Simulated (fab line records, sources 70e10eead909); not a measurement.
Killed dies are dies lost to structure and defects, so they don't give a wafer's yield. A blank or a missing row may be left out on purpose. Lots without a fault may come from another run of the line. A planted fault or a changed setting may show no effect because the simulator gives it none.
fab line records | flow nand_harc
record lots=6 wafers=18 last_day=32
route steps=1302 shown A_STAIRCASE@844 END@1302
lots that met no fault: from a run of the same line without faults
start_h: hours from the record's first day to the start of the lot's first wafer shown | wait_h: hours since the lot's step before | " the same as in the row above | L1.1+2: a row that stands for several wafers | - no value, or no start given | * or withheld: withheld | < > ~ a bound
route shown NAME@n: a module of which the file shows steps, and the number in the route of the first | usual: mean/standard deviation of fault-free wafers | same: alike in all rows | chamber/n: place in a boat | sites: the reading at each site | _std_site: their standard deviation | _edge_site: outer sites' mean less inner sites' | radius_mm: how far each site lies from the wafer's centre | mask NAME#n: copy n | behind: the tool/chamber that last shaped the wafer | hold: why the lot was held/for how many hours/how that ended | device: the transistor (n, p or np) that didn't switch | end of line: the same wafers' tests at the end of the route | a step without rows: its recipe alone | killed: dies lost to structure and defects at the first sort, not the wafer's yield | map: a wafer's dies, x killed, . not, _ none there
set.NAME: the setting as run; set.NAME@STEP: as run at that earlier step | model.NAME: the simulator's own value behind a step, which no gauge read
lots at some steps of the route; a table a step, a row a wafer
services: from which hour (start_h, from the record's first day; less than 0 if before it) a tool's chamber was out of use, for how many hours, and why
## steps
# step NHARC_A_STAIRCASE_DEP_417
# recipe target_thk_a=600 step_coverage_pct=20 temp_c=400 target_thk_nm=60 flow_sccm=200 rf_w=450 material=Si3N4
# step NHARC_A_STAIRCASE_WET_418
# recipe temp_c=160 target_depth_a=200 chemistry=H3PO4
# step NHARC_A_STAIRCASE_PRECLEAN_419
# recipe time_s=* temp_c=50 bath_age_min=0 chemistry=SC1
# step NHARC_A_STAIRCASE_SRD_421
# step NHARC_A_STAIRCASE_ALD_420
# recipe target_thk_a=200 pulse_time_s=6 ald_cycles=200 temp_c=300 material=SiO2
# step NHARC_A_STAIRCASE_CVD_552
# recipe target_thk_a=400 temp_c=700 pressure_mtorr=300 material=SiNx
# step NHARC_A_STAIRCASE_DEP_151
# recipe target_thk_a=72000 temp_c=400 target_thk_nm=7200 teos_flow_sccm=200 rf_w=500 material=SiO2
# usual heater_power_w=685/100
# columns lot.wafer tool chamber start_h wait_h heater_power_w
L683.2 pecvd-01 0 411.19 0.4 613
L683.1 " 1 " " 677
L683.4 " 1 " " 625
L686.1 pecvd-01 1 442.38 0.4 659
L686.4 " 1 " " 627
L686.3 " 0 " " 591
L684.3 pecvd-04 0 442.47 0.5 722
L684.1 " 1 " " 714
L684.5 " 2 " " 829
L696.1 pecvd-01 0 543.60 0.4 692
L696.6 " 1 " " 666
L696.5 " 2 " " 656
L697.2 pecvd-03 0 565.73 0.4 515
L697.3 " 1 " " 773
L697.1 " 2 " " 777
L702.2 pecvd-01 1 607.97 0.5 823
L702.3 " 2 " " 767
L702.6 " 1 " " 657
# step NHARC_A_STAIRCASE_ANNEAL_320
# recipe temp_c=750 time_s=1800
# step NHARC_A_STAIRCASE_DEP_322
# recipe target_thk_a=72000 temp_c=400 target_thk_nm=7200 teos_flow_sccm=200 rf_w=500 material=SiO2
# step NHARC_A_STAIRCASE_ANNEAL_323
# recipe temp_c=750 time_s=1800
# step NHARC_A_STAIRCASE_DEP_325
# recipe target_thk_a=72000 temp_c=400 target_thk_nm=7200 teos_flow_sccm=200 rf_w=500 material=SiO2
# usual heater_power_w=689/100
# columns lot.wafer tool chamber start_h wait_h heater_power_w
L683.1 pecvd-03 2 429.60 0.1 717
L683.2 " 1 " " 865
L683.4 " 2 " " 590
L684.3 pecvd-03 0 459.11 0.1 590
L684.1 " 1 " " 863
L684.5 " 1 " " 726
L686.3 pecvd-03 1 459.69 0.6 907
L686.1 " 2 " " 710
L686.4 " 0 " " 509
L696.1 pecvd-01 1 559.60 0.2 749
L696.5 " 1 " " 671
L696.6 " 2 " " 647
L697.3 pecvd-04 1 583.09 0.1 827
L697.1 " 2 " " 907
L697.2 " 0 " " 733
L702.2 pecvd-01 2 625.57 0.1 703
L702.3 " 1 " " 830
L702.6 " 1 " " 682
# step NHARC_A_STAIRCASE_ANNEAL_326
# recipe temp_c=750 time_s=1800
# step NHARC_A_STAIRCASE_DEHYDRATE_433
# recipe temp_c=150 time_s=120
# step NHARC_A_STAIRCASE_HMDS_434
# recipe time_s=30
# step NHARC_A_STAIRCASE_COAT_435
# recipe spin_rpm=1200
# step NHARC_A_STAIRCASE_SOFTBAKE_436
# recipe temp_c=135 time_s=170
# step NHARC_A_STAIRCASE_EBR_437
# step NHARC_A_STAIRCASE_EXPOSE_438
# recipe na=0.5 dose_mj=28.97 mask_id=STAIR_REV
# step NHARC_A_STAIRCASE_PEB_439
# recipe peb_temp_c=115 peb_time_s=130
# step NHARC_A_STAIRCASE_DEVELOP_440
# recipe time_s=140
# step NHARC_A_STAIRCASE_HARDBAKE_442
# recipe temp_c=120 time_s=140
# step NHARC_A_STAIRCASE_DESCUM_443
# recipe time_s=3 o2_flow_sccm=200 ar_flow_sccm=0 bias_power_w=0 chemistry=O2
# usual drypump_motor_current_A=5.9/0.42 oes_product_au=1.000/0.01 rf_vpp_V=57.6/0.8 showerhead_plenum_p_Torr=1.89/0.078 throttle_valve_pct=11.310/0.0086
# same time_s=3
# columns lot.wafer tool chamber start_h wait_h drypump_motor_current_A oes_product_au rf_hours_counter_h rf_vpp_V showerhead_plenum_p_Torr throttle_valve_pct
L683.4 rie_diel-07 3 439.87 - 6.0 1.011 43 57.5 1.88 11.318
L683.1 " 0 " " 5.1 0.991 31 58.3 1.87 11.296
L683.2 " 1 " " 6.3 0.986 41 57.9 1.92 11.313
L686.1 rie_diel-07 0 470.20 - 5.1 0.995 40 58.0 1.87 11.296
L686.4 " 1 " " 6.3 0.999 48 57.5 1.91 11.305
L686.3 " 2 " " 5.7 0.988 55 56.9 1.78 11.315
L684.3 rie_diel-10 0 470.53 - 6.3 1.021 11 57.6 1.89 11.291
L684.1 " 2 " " 5.5 1.012 10 57.3 2.07 11.312
L684.5 " 1 " " 6.1 0.999 - 57.4 1.86 11.312
L696.1 rie_diel-07 3 567.36 - 6.0 0.983 24 56.3 1.87 11.324
L696.6 " 0 " " 5.1 1.005 - 59.6 1.86 11.309
L696.5 " 2 " " 5.8 0.997 - 58.4 1.77 11.312
L697.3 rie_diel-07 3 594.06 - 6.0 0.993 33 58.3 1.86 11.296
L697.2 " 1 " " 6.3 1.000 31 58.2 1.90 11.307
L697.1 " 2 " " 5.7 0.990 34 56.7 1.77 11.319
L702.2 rie_diel-07 0 636.86 - 5.1 0.993 53 58.4 1.85 11.316
L702.3 " 1 " " 6.3 0.983 45 56.8 1.90 11.298
L702.6 " 3 " " 6.0 0.991 - 57.6 1.86 11.315
# step NHARC_A_STAIRCASE_ETCH_444
# recipe target_depth_a=2.04e+05 time_s=6800 c4f8_flow_sccm=20 o2_flow_sccm=10 ar_flow_sccm=withheld rf_w=600 bias_w=1000 chemistry=C4F8/O2
# usual oes_product_au=0.936/0.018 rf_vpp_V=806/4.3
# same time_s=6800
# columns lot.wafer tool chamber start_h wait_h oes_product_au rf_hours_counter_h rf_vpp_V
L683.1 rie_diel-07 3 440.42 0.5 0.947 44 804
L683.2 " 0 " " 0.923 32 805
L683.4 " 1 " " 0.921 41 807
L686.1 rie_diel-07 0 470.28 0.1 0.927 41 804
L686.4 " 2 " " 0.920 56 800
L686.3 " 3 " " 0.929 55 804
L684.3 rie_diel-10 2 471.08 0.5 0.974 11 816
L684.1 " 3 " " 0.953 11 807
L684.5 " 2 472.95 2.4 0.966 - 816
L696.1 rie_diel-07 0 568.72 1.4 0.919 28 805
L696.6 " 3 570.00 2.6 0.913 - 805
L696.5 " 0 " " 0.933 - 803
L697.1 rie_diel-07 3 594.63 0.5 0.917 34 803
L697.2 " 0 " " 0.916 37 803
L697.3 " 1 " " 0.909 32 806
L702.3 rie_diel-07 0 637.41 0.5 0.933 53 804
L702.2 " 1 " " 0.917 46 805
L702.6 " 3 " " 0.918 - 802
# step NHARC_A_STAIRCASE_STRIP_446
# recipe power_w=1500 temp_c=250 chemistry=O2
# step NHARC_A_STAIRCASE_STRIP_447
# recipe time_s=900 temp_c=130 chemistry=SPM
# step NHARC_A_STAIRCASE_PRECLEAN_448
# recipe time_s=* temp_c=50 bath_age_min=0 chemistry=SC1
# step NHARC_A_STAIRCASE_SRD_449
# step NHARC_A_STAIRCASE_CMP_450
# recipe target_thk_nm=200 material=SiO2
# usual motor_current_A=11.8/1.1
# columns lot.wafer tool chamber start_h wait_h motor_current_A
L683.2 cmp-03 1 445.14 - 10.6
L683.1 " 3 " " 11.6
L683.4 " 0 " " 11.9
L686.3 cmp-04 1 475.47 - 11.2
L686.4 " 2 " " 9.1
L686.1 " 3 " " 13.3
L684.1 cmp-02 1 475.76 - 12.5
L684.3 " 2 " " 11.8
L684.5 " 2 " " 11.3
L696.1 cmp-04 2 573.66 - 9.4
L696.5 " 0 " " 11.4
L696.6 " 1 " " 11.0
L697.2 cmp-02 0 599.38 - 13.7
L697.3 " 1 " " 12.0
L697.1 " 2 " " 10.9
L702.2 cmp-02 1 642.14 - 12.4
L702.3 " 2 " " 10.9
L702.6 " 0 " " 13.2
# step NHARC_A_STAIRCASE_CMP_152
# step NHARC_A_STAIRCASE_SRD_154
# step NHARC_A_STAIRCASE_ETCH_403
# recipe target_depth_a=1082 chemistry=dHF material=SiO2
# step NHARC_A_STAIRCASE_ETCHBACK_422
# recipe target_depth_a=400 over_etch_frac=0.3 time_s=74.286 ion_energy_ev=120 ch3f_flow_sccm=50 o2_flow_sccm=30 ar_flow_sccm=200 rf_w=500 bias_w=100 chemistry=CH3F/O2
# usual drypump_motor_current_A=5.9/0.42 oes_product_au=0.98/0.036 rf_vpp_V=244.2/1.7 showerhead_plenum_p_Torr=2.45/0.1 throttle_valve_pct=20.663/0.0095
# same time_s=74.286
# columns lot.wafer tool chamber start_h wait_h drypump_motor_current_A oes_product_au rf_hours_counter_h rf_vpp_V showerhead_plenum_p_Torr throttle_valve_pct
L683.4 rie_diel-10 2 445.68 0.1 5.5 1.01 3 247.1 2.66 20.659
L683.1 " 3 " " 6.2 1.00 4 244.3 2.49 20.671
L683.2 " 0 " " 6.3 1.01 4 243.4 2.43 20.658
L686.3 rie_diel-11 0 475.99 0.1 5.3 1.00 11 246.1 2.60 20.658
L686.1 " 1 " " 6.4 1.02 13 245.2 2.50 20.669
L686.4 " 3 " " 6.3 1.00 12 246.9 2.52 20.678
L684.3 rie_diel-11 3 476.31 0.1 6.3 1.00 12 244.7 2.52 20.650
L684.1 " 1 " " 6.4 1.02 13 245.9 2.50 20.655
L684.5 " 2 " " 5.5 1.00 - 242.2 2.35 20.672
L696.1 rie_diel-10 1 574.18 0.1 6.1 0.93 51 243.7 2.37 20.661
L696.5 " 0 " " 6.3 0.93 - 244.0 2.41 20.683
L696.6 " 1 " " 6.1 0.92 - 243.6 2.37 20.670
L697.2 rie_diel-11 3 600.04 0.3 6.3 0.92 50 245.4 2.50 20.663
L697.3 " 0 " " 5.3 0.93 53 245.7 2.59 20.662
L697.1 " 1 " " 6.4 0.94 50 246.5 2.48 20.657
L702.3 rie_diel-10 3 642.65 0.1 6.2 1.01 9 243.7 2.46 20.658
L702.2 " 0 " " 6.3 1.01 10 243.4 2.40 20.655
L702.6 " 0 " " 6.3 1.01 - 243.5 2.40 20.672
# step NHARC_A_STAIRCASE_ETCH_423
# recipe target_depth_a=300 chemistry=dHF material=SiO2
# step NHARC_A_STAIRCASE_ETCHBACK_157
# recipe target_depth_a=900 over_etch_frac=0.3 time_s=167.14 ion_energy_ev=120 ch3f_flow_sccm=50 o2_flow_sccm=30 ar_flow_sccm=200 rf_w=500 bias_w=100 chemistry=CH3F/O2
# step NHARC_A_STAIRCASE_STRIP_475
# recipe time_s=20 o2_flow_sccm=500 ar_flow_sccm=0 bias_w=0 chemistry=O2
# step NHARC_A_STAIRCASE_DEP_471
# recipe target_thk_a=1000 temp_c=400 pressure_torr=6.5 rf_w=900 teos_flow_sccm=161.4 flow_sccm=2650 target_thk_nm=100 gas=O2 material=SiO2
# step NHARC_END_SORT_01
# recipe temp_c=25
# usual killed_at_array=53/20 killed_at_other=1/1.2 killed_at_periphery=3.7/2.6 killed_dies=58/20 killed_open=3.5/1.8 killed_short=2.4/1.7
# same gross_dies=677
# columns lot.wafer tool chamber start_h wait_h killed_at_array killed_at_other killed_at_periphery killed_dies killed_open killed_short
L684.3 prober-01 0 603.16 3.1 673 0 1 674 3 4
L684.5 prober-01 0 604.76 3.7 669 0 5 674 7 2
L686.3 prober-02 0 603.21 3.1 667 1 5 673 5 1
# killed by level:class
L684.3 A_STAIRCASE:area_dep=621 A_SLIT:chamber_film_flake=21 A_CONTACT:chamber_film_flake=13 A_STAIRCASE:chamber_film_flake=4 A_DECK1_JOINT:geometric_particle:short=2 A_CHANNEL_HOLE_D1:chamber_film_flake=2 A_CHANNEL_HOLE_D2:chamber_film_flake=2 P_M0:geometric_particle:open=1
L686.3 A_STAIRCASE:area_dep=618 A_CHANNEL_HOLE_D2:chamber_film_flake=33 P_GATE:chamber_film_flake=3 A_CHANNEL_HOLE_D1:chamber_film_flake=3 A_STAIRCASE:chamber_film_flake=3 A_CONTACT:chamber_film_flake=2 A_M0:chamber_film_flake=2 P_M1:geometric_particle:open=1
L684.5 A_STAIRCASE:area_dep=616 A_SLIT:chamber_film_flake=27 A_CONTACT:chamber_film_flake=8 A_CHANNEL_HOLE_D2:chamber_film_flake=6 A_DECK1_JOINT:geometric_particle:open=3 A_CHANNEL_HOLE_D1:chamber_film_flake=2 A_DECK1_JOINT:chamber_film_flake=2 P_GATE:geometric_particle:open=1
# map L684.3 (x killed, . not)
____________x____________
_________xxxxxxx_________
_______xxxxxxxxxxx_______
______xxxxxxxxxxxxx______
_____xxxxxxxxxxxxxxx_____
____xxxxxxxxxxxxxxxxx____
____xxxxxxxxxxxxxxxxx____
___xxxxxxxxxxxxxxxxxxx___
___xxxxxxxxxxxxxxxxxxx___
__xxxxxxxxxxxxxxxxxxxxx__
__xxxxxxxxxxxxxxxxxxxxx__
_xxxxxxxxxxxxxxxxxxxxxxx_
_xxxxxxxxxxxxxxxxxxxxxxx_
_xxxxxxxxxxxxxxxxxxxxxxx_
_xxxxxxxxxxxxxxxxxxxxxxx_
_xxxxxxxxxxxxxxxxx.xxxxx_
xxxxxxxxxxxxxxxxxxxxxxxxx
xxxxxxxxxxxxxxxxxxxxxxxxx
xxxxxxxxxxxxxxxxxxxxxxxxx
xxxxxxxxxxxxxxxxxxxxxxxxx
xxxxxxxxxxxxxxxxxxxxxxxxx
_xxxxxxxxxxx.xxxxxxxxxxx_
_xxxxxxxxxxxxxxxxxxxxxxx_
_xxxxxxxxxxxxxxxxxxxxxxx_
_xxxxxxxxxxxxx.xxxxxxxxx_
_xxxxxxxxxxxxxxxxxxxxxxx_
__xxxxxxxxxxxxxxxxxxxxx__
__xxxxxxxxxxxxxxxxxxxxx__
___xxxxxxxxxxxxxxxxxxx___
___xxxxxxxxxxxxxxxxxxx___
____xxxxxxxxxxxxxxxxx____
____xxxxxxxxxxxxxxxxx____
_____xxxxxxxxxxxxxxx_____
______xxxxxxxxxxxxx______
_______xxxxxxxxxxx_______
_________xxxxxxx_________
____________x____________
# map L686.3 (x killed, . not)
____________x____________
_________xxxxxxx_________
_______xxxxxxxxxxx_______
______xxxxxxxxxxxxx______
_____xxxxxxxxxxxxxxx_____
____xxxxxxxxxxxxxxxxx____
____xxxxxxxxxxxxxxxxx____
___xxxxxxxxxxxxxxxxxxx___
___xxxxxxxxxxxxxxxxxxx___
__xxxxxxxxxxxxxxxxxxxxx__
__xxxxxxxxxxxxxxxxxxxxx__
_xxxxxxxxxxxxxxxxxxxxxxx_
_xxxxxxxxxxxxxxxxxxxxxxx_
_xxxxxxxxxxxxxxxxxxxxxxx_
_xxxxxxxxxxxxxxxxxxxxxxx_
_xxxxxxxxxxxxxxxx.xxxxxx_
xxxxxxxxxxxxxxxxxxxxxxxxx
xxxxxx.xxxxxxxxxxxxxxxxxx
xxxxxxxxxxxxxxxxxxxxxxxxx
xxxxxxxxxxxxx.xxxxxxxxxxx
xxxxxxxxxxxxxxxxxxxxxxxxx
_xxxxxxxxxxxxxxxxxxxxxxx_
_xxxxxxxxxxxxxxxxxxxxxxx_
_xxxxxxxxxxxxxxxxxxxxxxx_
_xxxxxxxxxxxxxxxxxxxxxxx_
_xxxxxxxxxxxxxxxxxxxxxxx_
__xxxxxxxxxxxxxxxxxxxxx__
__xxxxxxxxxxxxxxxxxxxxx__
___xxxxxxxxxxxxxxxxxxx___
___xxxxxxx.xxxxxxxxxxx___
____xxxxxxxxxxxxxxxxx____
____xxxxxxxxxxxxxxxxx____
_____xxxxxxxxxxxxxxx_____
______xxxxxxxxxxxxx______
_______xxxxxxxxxxx_______
_________xxxxxxx_________
____________x____________
## services
# columns tool chamber start_h hours kind
pecvd-01 0 388.29 16.3 repair
rie_diel-11 2 395.11 2.1 repair
rie_diel-10 - 425.53 9.0 pm
pecvd-01 2 426.75 20.4 repair
cmp-02 - 430.72 4.0 pm
rie_diel-11 - 434.90 9.0 pm
rie_diel-10 2 450.87 4.9 repair
rie_diel-07 - 453.36 0.3 repair
rie_diel-07 1 458.45 2.3 repair
rie_diel-07 1 461.42 3.5 repair
rie_diel-07 - 473.11 9.0 pm
pecvd-01 2 480.87 1.7 repair
pecvd-01 - 492.80 13.0 pm
cmp-02 - 504.90 2.7 repair
pecvd-03 0 510.37 4.9 repair
cmp-02 - 528.72 4.0 pm
pecvd-03 - 547.27 13.0 pm
cmp-02 - 549.91 1.0 repair
rie_diel-10 2 582.99 5.5 repair
pecvd-01 - 598.77 1.1 repair
rie_diel-10 - 602.53 9.0 pm
rie_diel-10 2 621.33 14.7 repair
rie_diel-07 2 632.19 1.4 repair
pecvd-01 - 642.47 0.8 repair
## key
first_sign step=NHARC_END_SORT_01 reading=killed_at_array direction=up sigmas=31 usual=53 struck=670
effect step=NHARC_END_SORT_01 reading=killed_dies direction=up sigmas=31 usual=58 struck=674
more_kills_born_at NHARC_A_STAIRCASE_DEP_325@pecvd-03=1855
met_at NHARC_A_STAIRCASE_DEP_325
struck_wafers L684.3,L684.5,L686.3
later_rows_left_out L684.3,L684.5,L686.3
tester_left_out L684,L686
fault kind=process_parameter_drift tool=pecvd-03 chamber=- onset_h=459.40 steps=NHARC_A_STAIRCASE_DEP_325 channel=target_thk_a offset=* shape=step end_h=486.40 scope=struck_wafers_only acts_in=* stated=*
# tester_left_out: of these lots the tester's yield and bins aren't shown, on N5 and GAA mostly nor the transistor test; their killed dies are dies lost to structure and defects alone, not to doping, threshold or leakage, so they don't give the yield
# later_rows_left_out: the simulator's readings of these wafers behind a module that went badly wrong aren't trusted and aren't shown, but for the sort
